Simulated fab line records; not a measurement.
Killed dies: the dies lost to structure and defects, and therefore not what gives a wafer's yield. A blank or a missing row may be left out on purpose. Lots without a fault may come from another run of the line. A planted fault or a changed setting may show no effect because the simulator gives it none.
Struck lot and sound lot, side by side -- flow n5-finfet -- 39 out of 1938 route steps
Sound: these wafers, L838.2, L838.4, L838.6. Struck: wafer L840.5 (left out: L840.1, L840.2 of the same lot, which were not struck); the cause appears at the end.
Each step with rows lists, per side, the tool, then ch with its chambers, then its first start. Under that, the readings that differ: sound wafers -- struck wafers -- difference of the means -- sigmas: that difference in standard deviations of wafers without a fault.
alike: a reading whose means differ by less than 2 such deviations, as well as words and numbers matching on both sides. not compared: withheld readings; readings where some wafer has no value; bounds like >300 that might hide an equal value; numbers whose values overlap and for which the record gives no deviation.
The two part at a step that has a row with sigmas, a row that says differs or no value, or rows on one side only. Numbers that don't overlap but have no deviation are shown without sigmas and don't part them. Lack of a reading on every wafer of one side parts them only where that side has two or more wafers.

first, 11 steps without rows for these wafers: N5_BEOL_M2_STRIP_65 (strips in N2/H2); N5_BEOL_M2_STRIP_75 (strips in N2/H2); N5_BEOL_M2_STRIP_66 (strips in CF4); N5_BEOL_M2_HM_OPEN_17 (chemistry Cl2/BCl3, target TiN, target depth 20 nm, overetch 6 nm); N5_BEOL_M2_STRIP_19 (strips in O2); N5_BEOL_M2_COAT_67 (time 60 s, resist thk 60 nm); N5_BEOL_M2_COAT_68 (time 60 s, resist thk 12 nm); N5_BEOL_M2_COAT_76 (time 60 s, resist thk 5 nm); N5_BEOL_M2_COAT_22 (resist thk 30 nm); N5_BEOL_M2_EBR_24; N5_BEOL_M2_SOFTBAKE_23 (time 60 s).
N5_BEOL_M2_EXPOSE_25: exposes mask V1, defocus 5 nm.
  sound on euv-scanner-02 ch 0, day 7 14:27; struck on euv-scanner-02 ch 0, day 7 19:26
  alike: mask
then, 2 steps without rows for these wafers: N5_BEOL_M2_PEB_26 (peb time 60 s); N5_BEOL_M2_DEVELOP_27 (develop time 30 s).
N5_BEOL_M2_CD_MEAS_28: target cd 26.2 nm, target cd y 24.1 nm.
  sound on cd-sem-03 ch 0, day 7 14:35; struck on cd-sem-03 ch 0, day 7 19:35
reading,sound,struck,difference,sigmas
cd-nm (nm),25.80 26.14 26.32,19.11,-6.98,-29
then, 22 steps without rows for these wafers: N5_BEOL_M2_DESCUM_33 (chemistry O2, time 7 s); N5_BEOL_M2_ETCH_77 (etches underlayer in N2/H2, target depth 6.5 nm, time 5.2 s); N5_BEOL_M2_ETCH_69 (etches SiARC in CF4, target depth 15.6 nm, time 26 s); N5_BEOL_M2_ALD_98 (deposits SiO2, target thk 2.5 nm, pulse time 1 s, co reactant pulse time 1 s); N5_BEOL_M2_ETCHBACK_99 (etches SiO2 in CHF3, target depth 5 nm, time 10.4 s); N5_BEOL_M2_ETCH_70 (etches SOC in N2/H2, target depth 80 nm, overetch 24 nm, time 130 s); N5_BEOL_M2_STRIP_71 (strips in N2/H2); N5_BEOL_M2_STRIP_78 (strips in N2/H2); N5_BEOL_M2_VIA_ETCH_34 (etches the open film in C4F6/O2, target depth 69.4 nm, time 65.9 s); N5_BEOL_M2_STRIP_83 (strips in C4F6/O2); N5_BEOL_M2_STRIP_36 (strips in N2/H2); N5_BEOL_M2_TRENCH_ETCH_37 (etches SiOC in C4F6/O2, target depth 55.555 nm, time 29.2 s); N5_BEOL_M2_ETCH_41 (etches SiCN in CH3F/O2, target depth 29.9 nm, time 52.5 s); N5_BEOL_M2_STRIP_97 (strips in N2/H2, time 10 s); N5_BEOL_M2_HM_STRIP_39 (strips TiN in peroxide tin strip, target depth 25 nm, time 158 s); N5_BEOL_M2_SRD_40 (time 30 s); N5_BEOL_M2_PRECLEAN_42 (cleans in residue remover, time 60 s); N5_BEOL_M2_SRD_43 (time 30 s); N5_BEOL_M2_DEGAS_44 (time 60 s); N5_BEOL_M2_PRE_CLEAN_45 (time 30 s); N5_BEOL_M2_ALD_84 (deposits TaN, pulse time 2 s, purge time 3 s, co reactant purge time 2 s); N5_BEOL_M2_SURFACE_TREAT_85.
N5_BEOL_M4_RC_MEAS_101:
  the record has rows for the sound wafers here (prober-02 ch 0, day 9 06:36) and none for the struck ones
-- record jumps: 7 days separate the struck wafers' starts on either side; left off in module BEOL_M4, taken up again in module PASSIVATION, whose first shown step is the route's number 1936 --
N5_PASSIVATION_PROBE_49:
  record: rows for the struck wafers here (prober-02, day 14 07:50), none for the sound ones

== WHERE THEY PART ==
First at N5_BEOL_M2_CD_MEAS_28; last, within this record, at N5_PASSIVATION_PROBE_49.

WHY: what the simulator had put in
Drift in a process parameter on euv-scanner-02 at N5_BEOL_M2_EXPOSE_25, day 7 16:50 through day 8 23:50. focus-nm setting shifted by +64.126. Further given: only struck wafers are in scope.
